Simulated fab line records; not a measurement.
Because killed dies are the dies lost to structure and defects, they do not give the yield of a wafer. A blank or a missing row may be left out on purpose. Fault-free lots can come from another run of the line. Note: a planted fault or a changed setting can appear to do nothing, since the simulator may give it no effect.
Check of tool commonality :: flow nand harc :: 12 lots, 36 wafers sampled

WHAT PROMPTED THE OPENING
Flagged at NHARC_END_SORT_01: reading killed at array, on 3 of 12 lots. Fault-free wafers read 55, with a standard deviation of 17.
Rule: a lot gets a flag if all its wafers with a number sit over 4 standard deviations from that mean, or if no wafer of it has a number. The rest of the lots are taken to be sound.

lot: L538
measured: day 24 20:28
on: prober-02
killed at array, wafer by wafer: 70 84 67
flag: 

lot: L539
measured: day 25 13:18
on: prober-02
killed at array, wafer by wafer: 55 75 56
flag: 

lot: L544
measured: day 27 00:29
on: prober-01
killed at array, wafer by wafer: 39 36 39
flag: 

lot: L542
measured: day 27 09:49
on: prober-01
killed at array, wafer by wafer: 60 56 65
flag: 

lot: L543
measured: day 28 11:44
on: prober-01
killed at array, wafer by wafer: 92 82 77
flag: 

lot: L545
measured: day 28 11:47
on: prober-02
killed at array, wafer by wafer: 18 19 15
flag: 

lot: L548
measured: day 29 14:52
on: prober-02
killed at array, wafer by wafer: 672 672 675
flag: FLAGGED

lot: L550
measured: day 30 07:34
on: prober-01
killed at array, wafer by wafer: 671 672 674
flag: FLAGGED

lot: L549
measured: day 30 19:32
on: prober-02
killed at array, wafer by wafer: 673 671 673
flag: FLAGGED

lot: L551
measured: day 31 00:41
on: prober-01
killed at array, wafer by wafer: 54 52 49
flag: 

lot: L558
measured: day 34 08:27
on: prober-01
killed at array, wafer by wafer: 49 61 65
flag: 

lot: L559
measured: day 34 08:28
on: prober-02
killed at array, wafer by wafer: 72 65 62
flag: 
Average over the flagged lots: 673; offset from the usual +618, equal to +36 standard deviations.

EACH LOT AND THE TOOL IT RAN ON
The record holds 4 process steps before the reading, out of a route of 1302 steps. In each cell: the tool, then ch and the chambers that the sampled wafers went through, then the start.
lot: L538
flag: 
NHARC_A_STAIRCASE_ETCH_223: rie diel-13 ch 0,1,2, day 16 17:28 or earlier
NHARC_A_STAIRCASE_ETCH_225: rie diel-13 ch 1,2,3, day 16 17:28 or earlier
NHARC_A_STAIRCASE_TRIM_226: rie diel-13 ch 0,1,3, day 16 17:28
NHARC_A_STAIRCASE_TRIM_235: rie diel-13 ch 0,2,3, day 24 20:28 or earlier

lot: L539
flag: 
NHARC_A_STAIRCASE_ETCH_223: rie diel-11 ch 0,3, day 17 05:56 or earlier
NHARC_A_STAIRCASE_ETCH_225: rie diel-11 ch 0,2, day 17 05:56 or earlier
NHARC_A_STAIRCASE_TRIM_226: rie diel-11 ch 1,3, day 17 05:56
NHARC_A_STAIRCASE_TRIM_235: rie diel-11 ch 1,2, day 25 13:18 or earlier

lot: L544
flag: 
NHARC_A_STAIRCASE_ETCH_223: rie diel-13 ch 2,3, day 19 01:31 or earlier
NHARC_A_STAIRCASE_ETCH_225: rie diel-13 ch 0,1, day 19 01:31 or earlier
NHARC_A_STAIRCASE_TRIM_226: rie diel-13 ch 2,3, day 19 01:31
NHARC_A_STAIRCASE_TRIM_235: rie diel-13 ch 1,2,3, day 27 00:29 or earlier

lot: L542
flag: 
NHARC_A_STAIRCASE_ETCH_223: rie diel-11 ch 1,2,3, day 19 02:38 or earlier
NHARC_A_STAIRCASE_ETCH_225: rie diel-11 ch 0,1,3, day 19 02:38 or earlier
NHARC_A_STAIRCASE_TRIM_226: rie diel-11 ch 1,2,3, day 19 02:38
NHARC_A_STAIRCASE_TRIM_235: rie diel-13 ch 0,3, day 27 09:49 or earlier

lot: L543
flag: 
NHARC_A_STAIRCASE_ETCH_223: rie diel-13 ch 0,2,3, day 19 21:58 or earlier
NHARC_A_STAIRCASE_ETCH_225: rie diel-13 ch 0,1,2, day 19 21:58 or earlier
NHARC_A_STAIRCASE_TRIM_226: rie diel-13 ch 0,1,2, day 19 21:58
NHARC_A_STAIRCASE_TRIM_235: rie diel-08 ch 1,2,3, day 28 11:44 or earlier

lot: L545
flag: 
NHARC_A_STAIRCASE_ETCH_223: rie diel-11 ch 0,1, day 20 07:23 or earlier
NHARC_A_STAIRCASE_ETCH_225: rie diel-11 ch 2,3, day 20 07:23 or earlier
NHARC_A_STAIRCASE_TRIM_226: rie diel-11 ch 1,2, day 20 07:23
NHARC_A_STAIRCASE_TRIM_235: rie diel-08 ch 2,3, day 28 11:47 or earlier

lot: L548
flag: FLAGGED
NHARC_A_STAIRCASE_ETCH_223: rie diel-13 ch 2,3, day 21 13:41 or earlier
NHARC_A_STAIRCASE_ETCH_225: rie diel-13 ch 1,2,3, day 21 13:41 or earlier
NHARC_A_STAIRCASE_TRIM_226: rie diel-13 ch 0,1, day 21 13:41
NHARC_A_STAIRCASE_TRIM_235: rie diel-08 ch 0,2,3, day 29 14:52 or earlier

lot: L550
flag: FLAGGED
NHARC_A_STAIRCASE_ETCH_223: rie diel-13 ch 1,2,3, day 22 05:41 or earlier
NHARC_A_STAIRCASE_ETCH_225: rie diel-13 ch 1,3, day 22 05:41 or earlier
NHARC_A_STAIRCASE_TRIM_226: rie diel-13 ch 1,2,3, day 22 05:41
NHARC_A_STAIRCASE_TRIM_235: rie diel-13 ch 1,2,3, day 30 07:34 or earlier

lot: L549
flag: FLAGGED
NHARC_A_STAIRCASE_ETCH_223: rie diel-11 ch 0,2,3, day 22 04:41 or earlier
NHARC_A_STAIRCASE_ETCH_225: rie diel-11 ch 1,2,3, day 22 04:41 or earlier
NHARC_A_STAIRCASE_TRIM_226: rie diel-11 ch 1,2,3, day 22 04:41
NHARC_A_STAIRCASE_TRIM_235: rie diel-11 ch 1,2,3, day 30 19:32 or earlier

lot: L551
flag: 
NHARC_A_STAIRCASE_ETCH_223: rie diel-08 ch 2,3, day 22 15:27 or earlier
NHARC_A_STAIRCASE_ETCH_225: rie diel-08 ch 0,1,3, day 22 15:27 or earlier
NHARC_A_STAIRCASE_TRIM_226: rie diel-08 ch 0,2,3, day 22 15:27
NHARC_A_STAIRCASE_TRIM_235: rie diel-08 ch 0,1,2, day 31 00:41 or earlier

lot: L558
flag: 
NHARC_A_STAIRCASE_ETCH_223: rie diel-08 ch 0,1,2, day 25 07:11 or earlier
NHARC_A_STAIRCASE_ETCH_225: rie diel-08 ch 0,1,2, day 25 07:11 or earlier
NHARC_A_STAIRCASE_TRIM_226: rie diel-08 ch 0,2,3, day 25 07:11
NHARC_A_STAIRCASE_TRIM_235: rie diel-08 ch 2,3, day 34 08:27 or earlier

lot: L559
flag: 
NHARC_A_STAIRCASE_ETCH_223: rie diel-13 ch 0,1, day 25 16:53 or earlier
NHARC_A_STAIRCASE_ETCH_225: rie diel-13 ch 1,3, day 25 16:53 or earlier
NHARC_A_STAIRCASE_TRIM_226: rie diel-13 ch 0,2, day 25 16:53
NHARC_A_STAIRCASE_TRIM_235: rie diel-08 ch 0,1,3, day 34 08:28 or earlier
What is done by these steps:
- NHARC_A_STAIRCASE_ETCH_223: etches the open film in C4F8/O2, target depth 100 nm, time 40.5 s.
- NHARC_A_STAIRCASE_ETCH_225: etches the open film in C4F8/O2, target depth 100 nm, time 40.5 s.
- NHARC_A_STAIRCASE_TRIM_226: chemistry O2, time 211.2 s.
- NHARC_A_STAIRCASE_TRIM_235: chemistry O2, time 211.2 s.
- NHARC_END_SORT_01

FLAGGED OVER TOTAL, TOOL BY TOOL (the gauges that took the reading come last)
step: NHARC_A_STAIRCASE_ETCH_223
tool: rie diel-08
lots run: 2
flagged: 0
share of the flagged lots: none
sound lots run after its first flagged lot: -

step: NHARC_A_STAIRCASE_ETCH_223
tool: rie diel-11
lots run: 4
flagged: 1
share of the flagged lots: some
sound lots run after its first flagged lot: 0

step: NHARC_A_STAIRCASE_ETCH_223
tool: rie diel-13
lots run: 6
flagged: 2
share of the flagged lots: some
sound lots run after its first flagged lot: 1 (L559)

step: NHARC_A_STAIRCASE_ETCH_225
tool: rie diel-08
lots run: 2
flagged: 0
share of the flagged lots: none
sound lots run after its first flagged lot: -

step: NHARC_A_STAIRCASE_ETCH_225
tool: rie diel-11
lots run: 4
flagged: 1
share of the flagged lots: some
sound lots run after its first flagged lot: 0

step: NHARC_A_STAIRCASE_ETCH_225
tool: rie diel-13
lots run: 6
flagged: 2
share of the flagged lots: some
sound lots run after its first flagged lot: 1 (L559)

step: NHARC_A_STAIRCASE_TRIM_226
tool: rie diel-08
lots run: 2
flagged: 0
share of the flagged lots: none
sound lots run after its first flagged lot: -

step: NHARC_A_STAIRCASE_TRIM_226
tool: rie diel-11
lots run: 4
flagged: 1
share of the flagged lots: some
sound lots run after its first flagged lot: 0

step: NHARC_A_STAIRCASE_TRIM_226
tool: rie diel-13
lots run: 6
flagged: 2
share of the flagged lots: some
sound lots run after its first flagged lot: 1 (L559)

step: NHARC_A_STAIRCASE_TRIM_235
tool: rie diel-08
lots run: 6
flagged: 1
share of the flagged lots: some
sound lots run after its first flagged lot: 3 (L551,L558,L559)

step: NHARC_A_STAIRCASE_TRIM_235
tool: rie diel-11
lots run: 2
flagged: 1
share of the flagged lots: some
sound lots run after its first flagged lot: 0

step: NHARC_A_STAIRCASE_TRIM_235
tool: rie diel-13
lots run: 4
flagged: 1
share of the flagged lots: some
sound lots run after its first flagged lot: 0

step: NHARC_END_SORT_01
tool: prober-01
lots run: 6
flagged: 1
share of the flagged lots: some
sound lots run after its first flagged lot: 2 (L551,L558)

step: NHARC_END_SORT_01
tool: prober-02
lots run: 6
flagged: 2
share of the flagged lots: some
sound lots run after its first flagged lot: 1 (L559)
Because NHARC_A_STAIRCASE_ETCH_223 lacks a start for some lots, the hours and order of its lots are taken from NHARC_A_STAIRCASE_TRIM_226. Because NHARC_A_STAIRCASE_ETCH_225 lacks a start for some lots, the hours and order of its lots are taken from NHARC_A_STAIRCASE_TRIM_226. Because NHARC_A_STAIRCASE_TRIM_235 lacks a start for some lots, the hours and order of its lots are taken from NHARC_END_SORT_01.

WHAT THE TABLE PERMITS
No row of the table ran every flagged lot.

WHAT HAD BEEN PUT IN BY THE SIMULATOR
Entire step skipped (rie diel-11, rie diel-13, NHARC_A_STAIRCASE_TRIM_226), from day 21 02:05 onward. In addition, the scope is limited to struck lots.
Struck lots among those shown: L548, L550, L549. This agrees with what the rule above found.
